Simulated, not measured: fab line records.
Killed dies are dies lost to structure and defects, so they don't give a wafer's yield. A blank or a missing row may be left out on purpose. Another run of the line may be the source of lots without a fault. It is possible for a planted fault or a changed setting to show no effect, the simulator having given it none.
Chamber matching ; flow n5Finfet ; N5_BEOL_M0_CO_CAP_123 on cvdCo-01 has 3 sister chambers
The step material Co, precursor CCTBA/H2, target thk 2 nm, time 102.1 s. 3 wafers are shown with their chamber, then 9 later ones without.

WAFERS PAIRED WITH THEIR CHAMBERS
wafer;chamber;heaterPowerW (W)
L307.1;0;224
L307.2;1;223
L307.3;2;259

WAFERS WITHOUT THEIR CHAMBER
wafer;heaterPowerW (W)
L309.1;220
L309.4;223
L309.5;222
L311.1;223
L311.3;232
L311.4;226
L312.3;253
L312.5;249
L312.6;224

EACH ONE'S CHAMBER
wafer;from the rows above;in truth
L309.1;can't be placed: 1 or 0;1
L309.4;can't be placed: 1 or 0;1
L309.5;can't be placed: 1 or 0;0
L311.1;can't be placed: 1 or 0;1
L311.3;can't be placed: 0 or 1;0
L311.4;can't be placed: 0 or 1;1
L312.3;2;2
L312.5;2;2
L312.6;can't be placed: 0 or 1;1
Correctly placed: 2 of 9. From these rows, 7 cannot be placed; in 7 the true chamber is one of the candidates. Wrongly placed: 0.
How it was worked out, from the rows above alone: a wafer's distance from a chamber is the root of the sum, over the readings, of the square of ((its reading less the chamber's mean) divided by the reading's scatter). The wafer belongs to the nearest chamber; if the next one is less than 2 further off, it can't be placed. Each chamber's mean is taken over the wafers shown for it. The scatter: root of mean squared gap, hidden wafer to nearest shown wafer, with one shown wafer a chamber.
